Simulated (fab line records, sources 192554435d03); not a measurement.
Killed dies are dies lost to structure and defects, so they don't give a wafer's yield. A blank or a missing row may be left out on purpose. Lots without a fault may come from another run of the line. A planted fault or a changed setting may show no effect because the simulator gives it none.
Split-lot experiment | flow n5_finfet | 7 lots, 21 wafers read, on a route of 1938 steps

THE SPLIT
At N5_BEOL_M4_COAT_76 (time 60 s, resist thk 5 nm), the setting spin_rpm was moved away from the recipe's 1500 rpm on 13 of the 21 wafers read, by -9.7% to +10.3%. The other wafers ran this setting at the recipe's value.

FROM THE SPLIT TO THE READING: what the file shows between them, 1 step
- N5_BEOL_M4_DESCUM_33: chemistry O2, time 7 s (also split here: time_s)

THE READING
etch.depth_nm (the simulator's own value, which no gauge read), in nm, at N5_BEOL_M4_ETCH_77 (etches underlayer in N2/H2, target depth 6.5 nm, time 5.2 s). The file gives no usual value for it. The 8 wafers here that ran the recipe average 5.008 nm, standard deviation 0.022 nm.

wafer  | tool, chamber at the split | spin_rpm as run, rpm | against the recipe | etch.depth_nm, nm | against lot-mates on the recipe
L083.1 | litho_track-02, 0          | 1500                 | recipe             | 4.981             | -
L083.3 | litho_track-02, 0          | 1654                 | +10.3%             | 4.758             | -0.223
L083.6 | litho_track-02, 0          | 1654                 | +10.3%             | 4.747             | -0.234
L085.1 | litho_track-02, 0          | 1649                 | +9.9%              | 4.77              | -0.253
L085.5 | litho_track-02, 0          | 1649                 | +9.9%              | 4.778             | -0.245
L085.6 | litho_track-02, 0          | 1500                 | recipe             | 5.023             | -
L086.2 | litho_track-03, 0          | 1500                 | recipe             | 4.99              | -
L086.4 | litho_track-03, 0          | 1592                 | +6.1%              | 4.837             | -0.152
L086.6 | litho_track-03, 0          | 1500                 | recipe             | 4.987             | -
L089.1 | litho_track-05, 0          | 1500                 | recipe             | 5.03              | -
L089.3 | litho_track-05, 0          | 1500                 | recipe             | 5.033             | -
L089.5 | litho_track-05, 0          | 1500                 | recipe             | 5.03              | -
L093.1 | litho_track-03, 0          | 1438                 | -4.1%              | 5.105             | no lot-mate on the recipe
L093.4 | litho_track-03, 0          | 1438                 | -4.1%              | 5.121             | no lot-mate on the recipe
L093.6 | litho_track-03, 0          | 1438                 | -4.1%              | 5.106             | no lot-mate on the recipe
L079.1 | litho_track-02, 0          | 1500                 | recipe             | 4.986             | -
L079.2 | litho_track-02, 0          | 1354                 | -9.7%              | 5.254             | +0.268
L079.3 | litho_track-02, 0          | 1354                 | -9.7%              | 5.269             | +0.283
L096.1 | litho_track-05, 0          | 1573                 | +4.9%              | 4.916             | no lot-mate on the recipe
L096.3 | litho_track-05, 0          | 1573                 | +4.9%              | 4.911             | no lot-mate on the recipe
L096.5 | litho_track-05, 0          | 1573                 | +4.9%              | 4.907             | no lot-mate on the recipe

THE FIT
A straight line over all 21 wafers: etch.depth_nm changes by -0.0247 nm for each +1% of spin_rpm; r = -0.99; the points scatter about the line by 0.018 nm.
The same after taking each lot's own level away (the mean of its wafers on the recipe; 15 wafers): -0.0255 nm for each +1%; r = -1.00; scatter 0.015 nm.
On that fit, the largest move of spin_rpm shifts the reading by 0.26 nm.
The lots' own levels span 4.9810 to 5.0310 nm, that is 2.3 times the standard deviation above.
So the lot-to-lot level changes the slope little: the two slopes agree.
Check: with one of the wafers moved furthest among these (+10.3%) left out of the fit, the line predicts -0.259 nm for it against its lot-mates. It came out at -0.223 nm against them.

OTHER SPLITS ON THESE WAFERS
These wafers also went through other splits before the reading. Each is held against what the fit with the lots' levels taken away leaves over:
other split on the same wafers | wafers away from the commonest value | r with etch.depth_nm (lot level and that fit taken away)
N5_BEOL_M2_EXPOSE_08 dose_mj   | 4                                    | +0.22
N5_BEOL_M3_DESCUM_33 time_s    | 7                                    | -0.29
N5_BEOL_M4_DESCUM_16 time_s    | 3                                    | -0.25
N5_BEOL_M4_DESCUM_33 time_s    | 4                                    | -0.06

THE WHOLE CHAIN: every reading that the file lists as answering this split, in the file's order
step               | what it does                                                | reading                                                        | change (the file's fit)               | r (the file's)
N5_BEOL_M4_ETCH_77 | etches underlayer in N2/H2, target depth 6.5 nm, time 5.2 s | etch_rf_on_time_s                                              | withheld for each +1% of the setting  | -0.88
N5_BEOL_M4_ETCH_77 | etches underlayer in N2/H2, target depth 6.5 nm, time 5.2 s | etch.depth_nm (the simulator's own value, which no gauge read) | -0.025 nm for each +1% of the setting | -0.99

THE FILE'S OWN FIT
etch.depth_nm changes by -0.025 nm for each +1% of spin_rpm, r = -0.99.
